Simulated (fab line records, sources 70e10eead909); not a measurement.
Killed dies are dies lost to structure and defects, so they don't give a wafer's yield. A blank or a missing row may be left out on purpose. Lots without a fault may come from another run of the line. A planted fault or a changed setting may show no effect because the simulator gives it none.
fab line records | flow nand_harc | part 1 of 2: steps 1 to 4 of 6
record lots=21 wafers=63 last_day=26
route steps=1159 shown A_CHANNEL_FILL_D1@508 A_STAIRCASE@531
lots that met no fault: from a run of the same line without faults
start_h: hours from the record's first day to the start of the lot's first wafer shown | wait_h: hours since the lot's step before | " the same as in the row above | L1.1+2: a row that stands for several wafers | - no value, or no start given | * or withheld: withheld | < > ~ a bound
route shown NAME@n: a module of which the file shows steps, and the number in the route of the first | usual: mean/standard deviation of fault-free wafers | same: alike in all rows | chamber/n: place in a boat | sites: the reading at each site | _std_site: their standard deviation | _edge_site: outer sites' mean less inner sites' | radius_mm: how far each site lies from the wafer's centre | mask NAME#n: copy n | behind: the tool/chamber that last shaped the wafer | hold: why the lot was held/for how many hours/how that ended | device: the transistor (n, p or np) that didn't switch | end of line: the same wafers' tests at the end of the route | a step without rows: its recipe alone | killed: dies lost to structure and defects at the first sort, not the wafer's yield | map: a wafer's dies, x killed, . not, _ none there
set.NAME: the setting as run; set.NAME@STEP: as run at that earlier step | model.NAME: the simulator's own value behind a step, which no gauge read
steps of the route over a sample of lots; a table a step, a row a wafer
services: from which hour (start_h, from the record's first day; less than 0 if before it) a tool's chamber was out of use, for how many hours, and why
## steps
# step NHARC_A_CHANNEL_FILL_D1_ETCHBACK_08
# recipe target_depth_a=2200 time_s=110 c4f8_flow_sccm=20 ar_flow_sccm=withheld rf_w=600 bias_w=300 chemistry=C4F8
# usual oes_product_au=0.96/0.037 rf_vpp_V=440.6/2.2
# columns lot.wafer tool chamber start_h wait_h oes_product_au rf_hours_counter_h rf_vpp_V
L075.4 rie_diel-01 0 - - 1.00 3 441.5
L075.3 " 1 " " 0.98 3 440.8
L075.6 " 0 " " 1.01 - 440.7
L077.2 rie_diel-04 2 - - 0.92 3 442.0
L077.3 " 3 " " 0.93 3 440.8
L077.1 " 0 " " 0.92 3 436.9
L074.2 rie_diel-04 2 - - 0.93 3 443.8
L074.5 " 1 " " 0.92 - 442.5
L074.6 " 2 " " 0.93 - 443.1
L079.2 rie_diel-04 3 - - 0.93 3 442.6
L079.4 " 0 " " 0.91 3 437.3
L079.1 " 1 " " 0.91 3 442.3
L078.4 rie_diel-01 3 - - 0.92 4 439.3
L078.2 " 0 " " 0.94 4 441.5
L078.6 " 0 " " 0.94 - 441.9
L080.1 rie_diel-04 0 - - 0.93 4 436.7
L080.2 " 1 " " 0.92 4 441.6
L080.4 " 0 " " 0.93 - 437.4
L081.3 rie_diel-04 0 - - 1.00 4 436.7
L081.4 " 3 " " 1.00 - 440.2
L081.6 " 1 " " 0.99 - 442.4
L083.4 rie_diel-01 3 - - 0.93 5 439.1
L083.5 " 0 " " 0.94 - 441.8
L083.6 " 1 " " 0.91 - 439.7
L084.2 rie_diel-04 1 - - 0.92 4 442.2
L084.3 " 0 " " 0.93 4 438.5
L084.5 " 1 " " 0.93 - 440.9
L085.4 rie_diel-01 2 - - 0.91 6 440.4
L085.6 " 1 " " 0.92 - 438.5
L085.5 " 2 " " 0.92 - 438.7
L088.1 rie_diel-06 0 - - 1.01 11 437.4
L088.5 " 0 " " 1.00 - 438.5
L088.6 " 1 " " 1.00 - 440.9
L086.3 rie_diel-04 1 - - 1.01 0 442.3
L086.2 " 2 " " 1.01 0 444.0
L086.5 " 3 " " 1.01 - 441.1
L087.3 rie_diel-01 3 - - 0.94 6 440.1
L087.4 " 0 " " 0.94 6 440.8
L087.5 " 2 " " 0.92 - 438.6
L090.4 rie_diel-06 0 - - 1.01 14 437.9
L090.3 " 1 " " 1.00 14 440.8
L090.5 " 1 " " 1.00 - 443.5
L091.1 rie_diel-04 2 - - 0.95 0 444.1
L091.2 " 1 " " 0.96 1 440.9
L091.5 " 3 " " 0.95 - 440.4
L092.1 rie_diel-01 2 - - 1.00 0 438.2
L092.6 " 3 " " 1.00 - 441.1
L092.5 " 0 " " 1.01 - 440.9
L093.3 rie_diel-04 0 - - 0.94 1 437.6
L093.1 " 2 " " 0.93 1 444.2
L093.5 " 0 " " 0.93 - 438.2
L094.4 rie_diel-04 0 - - 1.00 1 436.9
L094.3 " 1 " " 1.01 1 441.0
L094.5 " 3 " " 0.99 - 439.7
L095.2 rie_diel-04 1 - - 0.93 1 441.0
L095.1 " 2 " " 0.93 1 444.5
L095.5 " 0 " " 0.94 - 436.6
L096.1 rie_diel-04 1 - - 0.94 1 442.2
L096.2 " 3 " " 0.91 1 440.8
L096.3 " 0 " " 0.93 1 435.9
L097.2 rie_diel-04 1 - - 1.00 2 441.9
L097.3 " 2 " " 1.00 1 444.2
L097.6 " 3 " " 0.98 - 439.4
# step NHARC_A_CHANNEL_FILL_D1_STRIP_29
# recipe time_s=20 o2_flow_sccm=500 ar_flow_sccm=0 bias_w=0 chemistry=O2
# usual drypump_motor_current_A=5.7/0.48 oes_product_au=1.003/0.01 rf_vpp_V=57.7/0.92 showerhead_plenum_p_Torr=3.51/0.12 throttle_valve_pct=17.037/0.0092
# columns lot.wafer tool chamber start_h wait_h drypump_motor_current_A oes_product_au rf_hours_counter_h rf_vpp_V showerhead_plenum_p_Torr throttle_valve_pct
L075.4 rie_diel-01 0 - - 5.2 1.019 3 57.0 3.57 17.043
L075.3 " 2 " " 5.3 0.984 3 57.4 3.42 17.030
L075.6 " 0 " " 5.2 1.014 - 57.8 3.57 17.025
L077.3 rie_diel-04 1 - - 6.3 0.988 3 57.7 3.60 17.034
L077.1 " 2 " " 5.8 0.997 3 58.5 3.68 17.036
L077.2 " 0 " " 5.2 0.996 3 56.7 3.33 17.035
L074.2 rie_diel-04 3 - - 5.5 0.999 3 57.3 3.53 17.043
L074.6 " 2 " " 5.8 1.008 - 59.7 3.68 17.042
L074.5 " 3 " " 5.5 0.991 - 59.0 3.53 17.027
L079.4 rie_diel-04 1 - - 6.4 0.989 3 56.7 3.60 17.039
L079.1 " 2 " " 5.8 1.005 3 58.6 3.68 17.032
L079.2 " 3 " " 5.4 0.995 3 57.4 3.53 17.049
L078.4 rie_diel-01 1 - - 6.4 0.992 3 58.7 3.47 17.036
L078.2 " 3 " " 5.3 1.005 4 58.3 3.47 17.027
L078.6 " 2 " " 5.3 0.993 - 56.6 3.42 17.029
L080.2 rie_diel-04 1 269.89 0.1 6.3 0.997 4 58.1 3.60 17.032
L080.1 " 3 " " 5.5 1.013 4 58.7 3.53 17.030
L080.4 " 1 " " 6.3 0.988 - 58.3 3.60 17.018
L081.3 rie_diel-04 0 275.09 0.2 5.2 1.004 4 57.9 3.33 17.018
L081.6 " 1 " " 6.3 1.007 - 59.0 3.60 17.043
L081.4 " 3 " " 5.5 1.012 - 56.6 3.53 17.054
L083.4 rie_diel-01 2 - - 5.3 0.990 4 56.8 3.42 17.042
L083.5 " 0 " " 5.1 1.019 - 58.4 3.57 17.022
L083.6 " 1 " " 6.4 1.010 - 57.5 3.47 17.034
L084.2 rie_diel-04 1 - - 6.3 1.001 4 57.8 3.60 17.030
L084.3 " 0 " " 5.2 1.007 4 56.8 3.33 17.045
L084.5 " 2 " " 5.8 1.002 - 58.4 3.68 17.047
L085.4 rie_diel-01 3 - - 5.4 1.006 6 57.8 3.47 17.030
L085.5 " 0 " " 5.1 1.023 - 57.4 3.57 17.020
L085.6 " 1 " " 6.4 0.989 - 56.3 3.47 17.030
L088.1 rie_diel-06 1 - - 6.0 1.007 11 58.1 3.60 17.043
L088.5 " 0 " " 4.9 1.011 - 57.3 3.38 17.056
L088.6 " 1 " " 6.0 1.011 - 57.9 3.60 17.023
L086.3 rie_diel-04 1 - - 6.3 1.013 0 57.0 3.60 17.036
L086.2 " 2 " " 5.8 1.009 0 57.6 3.68 17.022
L086.5 " 2 " " 5.8 1.015 - 59.2 3.68 17.026
L087.4 rie_diel-01 3 - - 5.3 1.005 6 58.0 3.47 17.046
L087.3 " 2 " " 5.3 1.001 6 56.6 3.42 17.037
L087.5 " 3 " " 5.3 1.008 - 56.6 3.47 17.032
L090.3 rie_diel-06 0 - - 4.9 1.009 14 57.4 3.38 17.038
L090.4 " 1 " " 6.0 1.009 14 56.7 3.59 17.039
L090.5 " 0 " " 4.9 1.002 - 55.3 3.38 17.052
L091.2 rie_diel-04 0 - - 5.2 1.014 0 57.6 3.32 17.040
L091.1 " 1 " " 6.4 1.002 1 57.5 3.60 17.039
L091.5 " 3 " " 5.5 1.009 - 56.8 3.53 17.029
L092.1 rie_diel-01 0 - - 5.2 1.001 0 57.9 3.57 17.016
L092.6 " 1 " " 6.4 0.998 - 59.4 3.47 17.028
L092.5 " 2 " " 5.2 0.986 - 58.2 3.42 17.036
L093.1 rie_diel-04 3 - - 5.5 1.013 1 58.2 3.53 17.031
L093.3 " 0 " " 5.2 1.005 1 55.9 3.32 17.046
L093.5 " 3 " " 5.4 1.004 - 57.5 3.53 17.048
L094.3 rie_diel-04 0 - - 5.2 1.013 1 57.7 3.32 17.038
L094.4 " 1 " " 6.3 1.025 1 59.7 3.60 17.037
L094.5 " 0 " " 5.2 1.013 - 56.6 3.32 17.033
L095.2 rie_diel-04 0 - - 5.2 1.013 1 56.4 3.32 17.045
L095.1 " 3 " " 5.5 1.007 1 58.7 3.53 17.040
L095.5 " 0 " " 5.2 1.012 - 58.0 3.32 17.034
L096.3 rie_diel-04 0 - - 5.2 1.011 1 57.1 3.32 17.029
L096.1 " 1 " " 6.3 1.020 1 58.4 3.60 17.043
L096.2 " 2 " " 5.8 1.004 1 57.8 3.68 17.048
L097.2 rie_diel-04 0 - - 5.2 1.006 2 55.9 3.32 17.048
L097.3 " 3 " " 5.5 0.993 2 58.0 3.53 17.024
L097.6 " 1 " " 6.3 1.008 - 58.2 3.60 17.049
# step NHARC_A_STAIRCASE_ETCH_169
# recipe target_depth_a=500 time_s=107.1 ion_energy_ev=120 ch3f_flow_sccm=50 o2_flow_sccm=30 ar_flow_sccm=200 rf_w=500 bias_w=100 chemistry=CH3F/O2
# usual drypump_motor_current_A=5.8/0.6 oes_product_au=0.946/0.022 rf_vpp_V=244.3/1.5 showerhead_plenum_p_Torr=2.46/0.087 throttle_valve_pct=20.663/0.0085
# columns lot.wafer tool chamber start_h wait_h drypump_motor_current_A oes_product_au rf_hours_counter_h rf_vpp_V showerhead_plenum_p_Torr throttle_valve_pct
L075.3 rie_diel-13 0 241.34 0.1 6.1 0.928 50 241.9 2.30 20.658
L075.4 " 2 " " 6.0 0.922 54 245.0 2.54 20.668
L075.6 " 1 " " 6.4 0.937 - 243.1 2.48 20.661
L077.3 rie_diel-09 0 247.56 0.1 5.7 0.924 61 246.0 2.58 20.672
L077.1 " 1 " " 5.8 0.904 60 245.9 2.54 20.671
L077.2 " 3 " " 4.7 0.925 59 244.7 2.49 20.650
L074.2 rie_diel-05 0 251.40 0.1 6.5 0.960 27 243.2 2.35 20.666
L074.6 " 1 " " 5.2 0.946 - 246.6 2.53 20.655
L074.5 " 2 " " 5.3 0.956 - 245.0 2.49 20.668
L079.2 rie_diel-05 1 255.74 0.1 5.2 0.962 32 245.2 2.53 20.657
L079.4 " 2 " " 5.3 0.977 31 244.4 2.49 20.667
L079.1 " 3 " " 6.6 0.974 28 242.7 2.34 20.674
L078.2 rie_diel-05 2 256.02 0.1 5.3 0.966 31 245.1 2.49 20.658
L078.4 " 3 " " 6.6 0.971 28 242.1 2.34 20.662
L078.6 " 2 " " 5.3 0.983 - 244.8 2.49 20.673
L080.2 rie_diel-09 3 277.21 0.2 4.8 0.933 3 246.3 2.49 20.668
L080.4 " 0 " " 5.7 0.970 3 245.5 2.57 20.668
L080.1 " 1 " " 5.7 0.958 4 245.3 2.54 20.668
L081.4 rie_diel-05 1 282.70 0.1 5.2 0.958 43 245.2 2.52 20.668
L081.3 " 0 " " 6.5 0.949 39 242.9 2.35 20.676
L081.6 " 1 " " 5.2 0.949 - 245.8 2.52 20.659
L084.3 rie_diel-05 3 283.02 0.1 6.6 0.930 39 242.6 2.34 20.674
L084.2 " 0 " " 6.5 0.937 39 241.7 2.35 20.664
L084.5 " 2 " " 5.3 0.940 - 243.6 2.49 20.680
L083.4 rie_diel-05 1 283.18 0.1 5.2 0.938 43 244.7 2.52 20.651
L083.5 " 0 " " 6.5 0.927 - 243.7 2.35 20.666
L083.6 " 1 " " 5.2 0.927 - 246.3 2.52 20.655
L088.1 rie_diel-09 1 304.11 0.1 5.8 0.944 16 245.0 2.53 20.670
L088.6 " 2 " " 5.7 0.972 - 244.6 2.50 20.661
L088.5 " 3 " " 4.8 0.967 - 243.1 2.49 20.685
L085.4 rie_diel-05 3 304.16 0.1 6.6 0.919 48 243.9 2.34 20.668
L085.6 " 1 " " 5.2 0.935 - 244.2 2.52 20.673
L085.5 " 2 " " 5.3 0.936 - 244.8 2.49 20.652
L086.2 rie_diel-05 0 310.35 0.1 6.5 0.929 52 243.1 2.34 20.653
L086.3 " 1 " " 5.2 0.925 54 244.7 2.52 20.664
L086.5 " 1 " " 5.2 0.945 - 245.6 2.52 20.657
L087.4 rie_diel-05 2 317.85 0.3 5.3 0.945 55 245.2 2.48 20.657
L087.3 " 0 " " 6.5 0.940 54 241.4 2.34 20.673
L087.5 " 3 " " 6.6 0.934 - 241.0 2.33 20.668
L090.3 rie_diel-05 0 323.75 0.1 6.5 0.929 57 241.7 2.34 20.673
L090.4 " 1 " " 5.2 0.926 59 247.0 2.52 20.665
L090.5 " 3 " " 6.6 0.914 - 241.9 2.33 20.656
L091.2 rie_diel-13 2 333.28 0.1 5.9 0.951 18 244.8 2.53 20.679
L091.1 " 0 " " 6.1 0.945 17 243.4 2.29 20.662
L091.5 " 3 " " 5.0 0.990 - 245.3 2.56 20.649
L092.1 rie_diel-05 0 333.38 0.1 6.5 0.920 61 241.8 2.34 20.666
L092.6 " 1 " " 5.2 0.908 - 244.1 2.51 20.661
L092.5 " 2 " " 5.3 0.937 - 242.5 2.48 20.646
L093.3 rie_diel-13 0 338.90 0.1 6.1 0.963 18 242.4 2.29 20.666
L093.1 " 3 " " 5.0 0.972 19 244.6 2.56 20.678
L093.5 " 0 " " 6.1 0.968 - 242.3 2.29 20.667
L094.4 rie_diel-13 0 348.95 0.1 6.1 0.962 22 242.6 2.29 20.664
L094.3 " 1 " " 6.4 0.967 23 246.3 2.47 20.646
L094.5 " 2 " " 6.0 0.952 - 245.6 2.53 20.654
L095.2 rie_diel-09 1 352.50 0.1 5.8 0.949 36 245.5 2.52 20.669
L095.1 " 3 " " 4.7 0.972 29 246.4 2.48 20.667
L095.5 " 1 " " 5.8 0.950 - 245.7 2.52 20.650
L096.2 rie_diel-05 0 360.50 0.3 6.5 0.929 4 241.9 2.34 20.666
L096.3 " 1 " " 5.2 0.918 4 246.2 2.51 20.664
L096.1 " 2 " " 5.3 0.938 4 246.7 2.48 20.663
L097.3 rie_diel-13 2 370.84 0.1 6.0 0.933 32 244.2 2.52 20.660
L097.2 " 3 " " 5.0 0.943 33 246.8 2.55 20.653
L097.6 " 2 " " 6.0 0.927 - 244.8 2.52 20.642
# step NHARC_A_STAIRCASE_ETCH_170
# recipe target_depth_a=2000 time_s=66.667 ion_energy_ev=250 c4f6_flow_sccm=25 o2_flow_sccm=20 ar_flow_sccm=500 rf_w=600 bias_w=500 chemistry=C4F6/O2
# usual drypump_motor_current_A=5.9/0.61 oes_product_au=0.967/0.017 rf_vpp_V=546.6/2.9 showerhead_plenum_p_Torr=3.91/0.14 throttle_valve_pct=26.902/0.009
# columns lot.wafer tool chamber start_h wait_h drypump_motor_current_A oes_product_au rf_hours_counter_h rf_vpp_V showerhead_plenum_p_Torr throttle_valve_pct
L075.3 rie_diel-13 3 - - 5.0 0.944 46 551.2 4.09 26.921
L075.4 " 0 " " 6.1 0.939 50 542.9 3.68 26.895
L075.6 " 0 " " 6.1 0.946 - 541.1 3.68 26.888
L077.3 rie_diel-09 0 - - 5.7 0.941 61 549.9 4.10 26.902
L077.2 " 1 " " 5.8 0.931 60 547.8 4.04 26.903
L077.1 " 3 " " 4.8 0.940 59 546.6 3.97 26.892
L074.2 rie_diel-05 3 - - 6.7 0.946 26 544.4 3.75 26.908
L074.6 " 2 " " 5.3 0.977 - 547.5 3.98 26.920
L074.5 " 3 " " 6.6 0.953 - 542.1 3.75 26.895
L079.1 rie_diel-05 2 - - 5.3 0.985 31 548.5 3.98 26.898
L079.2 " 3 " " 6.7 0.967 28 543.2 3.75 26.900
L079.4 " 0 " " 6.5 0.997 28 544.1 3.76 26.909
L078.2 rie_diel-05 0 - - 6.5 0.996 28 543.7 3.77 26.912
L078.4 " 1 " " 5.2 0.992 32 548.4 4.02 26.915
L078.6 " 0 " " 6.5 0.999 - 543.4 3.77 26.912
L080.2 rie_diel-09 3 - - 4.8 0.974 3 549.2 3.97 26.900
L080.4 " 0 " " 5.6 0.981 3 549.7 4.10 26.896
L080.1 " 1 " " 5.8 0.969 4 549.2 4.04 26.902
L081.4 rie_diel-05 0 - - 6.5 0.957 39 543.7 3.76 26.906
L081.3 " 2 " " 5.3 0.991 42 548.7 3.97 26.884
L081.6 " 0 " " 6.5 0.951 - 541.9 3.76 26.898
L084.3 rie_diel-05 3 - - 6.6 0.961 39 543.5 3.74 26.909
L084.2 " 0 " " 6.5 0.971 39 542.5 3.76 26.908
L084.5 " 3 " " 6.6 0.964 - 542.5 3.74 26.896
L083.4 rie_diel-05 2 - - 5.3 0.951 42 548.4 3.97 26.909
L083.5 " 3 " " 6.7 0.930 - 543.7 3.74 26.898
L083.6 " 0 " " 6.6 0.953 - 542.8 3.76 26.906
L088.1 rie_diel-09 3 - - 4.8 0.980 15 548.2 3.96 26.905
L088.6 " 1 " " 5.8 0.970 - 548.0 4.03 26.902
L088.5 " 2 " " 5.7 0.990 - 548.9 3.99 26.908
L085.4 rie_diel-05 1 - - 5.2 0.960 50 548.7 4.01 26.910
L085.6 " 3 " " 6.6 0.948 - 544.3 3.74 26.899
L085.5 " 0 " " 6.5 0.952 - 544.0 3.75 26.914
L086.3 rie_diel-05 1 - - 5.2 0.954 54 549.7 4.01 26.904
L086.2 " 3 " " 6.6 0.934 51 542.9 3.74 26.893
L086.5 " 1 " " 5.2 0.953 - 547.8 4.01 26.905
L087.3 rie_diel-05 1 - - 5.2 0.960 57 549.5 4.01 26.903
L087.4 " 2 " " 5.3 0.997 55 547.8 3.96 26.911
L087.5 " 2 " " 5.3 0.998 - 547.7 3.96 26.909
L090.3 rie_diel-05 3 - - 6.6 0.962 56 541.0 3.73 26.889
L090.4 " 0 " " 6.5 0.971 57 543.9 3.75 26.895
L090.5 " 3 " " 6.7 0.946 - 541.6 3.73 26.906
L091.1 rie_diel-13 2 - - 6.0 0.978 18 548.6 4.03 26.909
L091.2 " 0 " " 6.1 0.966 17 542.6 3.67 26.911
L091.5 " 2 " " 6.0 0.968 - 549.0 4.03 26.899
L092.1 rie_diel-05 2 - - 5.3 0.979 61 547.4 3.96 26.904
L092.6 " 2 " " 5.3 0.977 - 546.1 3.96 26.913
L092.5 " 3 " " 6.7 0.937 - 542.5 3.73 26.896
L093.1 rie_diel-13 3 - - 5.1 0.979 19 550.9 4.07 26.913
L093.3 " 1 " " 6.4 0.993 19 547.2 3.94 26.905
L093.5 " 3 " " 5.0 0.981 - 550.8 4.07 26.899
L094.4 rie_diel-13 3 - - 5.1 1.001 24 550.3 4.07 26.891
L094.3 " 0 " " 6.1 0.969 22 542.4 3.66 26.894
L094.5 " 1 " " 6.4 0.972 - 548.8 3.94 26.910
L095.2 rie_diel-09 1 - - 5.8 0.973 36 549.3 4.02 26.892
L095.1 " 2 " " 5.7 1.000 37 548.8 3.97 26.886
L095.5 " 1 " " 5.8 0.974 - 548.9 4.02 26.905
L096.3 rie_diel-05 3 - - 6.6 0.964 4 544.6 3.73 26.907
L096.2 " 0 " " 6.5 0.986 4 543.1 3.74 26.899
L096.1 " 1 " " 5.2 0.980 4 548.5 4.00 26.897
L097.3 rie_diel-13 1 - - 6.5 0.976 30 546.7 3.93 26.901
L097.2 " 2 " " 6.0 0.954 32 548.0 4.02 26.908
L097.6 " 0 " " 6.1 0.957 - 542.9 3.66 26.895
